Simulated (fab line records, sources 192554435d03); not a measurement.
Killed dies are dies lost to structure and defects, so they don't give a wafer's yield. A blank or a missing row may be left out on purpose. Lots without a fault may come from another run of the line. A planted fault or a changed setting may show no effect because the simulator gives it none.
Chamber matching | flow n5_finfet | N5_BEOL_M6_CURE_75 on uv_cure-02: 3 sister chambers
The step cures SiCOH lowk, time 120 s. 3 wafers are shown with their chamber, then 11 later ones without.

WAFERS WITH THEIR CHAMBER
wafer  | chamber | wafer_temp_C_max
L090.6 | 2       | 373.2
L092.5 | 0       | 372.2
L093.1 | 1       | 371.3

WAFERS WITHOUT THEIR CHAMBER
wafer  | wafer_temp_C_max
L093.4 | 371.6
L093.5 | 371.0
L096.1 | 373.0
L096.4 | 373.1
L096.6 | 373.2
L096.2 | 373.2
L096.3 | 373.8
L096.5 | 373.7
L097.1 | 372.0
L097.3 | 371.8
L097.5 | 372.0

WHICH CHAMBER EACH WENT THROUGH
wafer  | from the rows above     | in truth
L093.4 | can't be placed: 1 or 0 | 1
L093.5 | 1                       | 1
L096.1 | can't be placed: 2 or 0 | 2
L096.4 | 2                       | 2
L096.6 | 2                       | 2
L096.2 | 2                       | 2
L096.3 | 2                       | 2
L096.5 | 2                       | 2
L097.1 | can't be placed: 0 or 1 | 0
L097.3 | can't be placed: 0 or 1 | 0
L097.5 | can't be placed: 0 or 1 | 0
Placed correctly: 6 of 11. Can't be placed from these rows: 5 (the true chamber is among the candidates in 5). Placed wrongly: 0.
How it was worked out, from the rows above alone: a wafer's distance from a chamber is the root of the sum, over the readings, of the square of ((its reading less the chamber's mean) divided by the reading's scatter). The wafer belongs to the nearest chamber; if the next one is less than 2 further off, it can't be placed. A chamber's mean is the mean of its shown wafers. The scatter: with one shown wafer a chamber, the root of the mean of the squares of how far each hidden wafer lies from its nearest shown one.
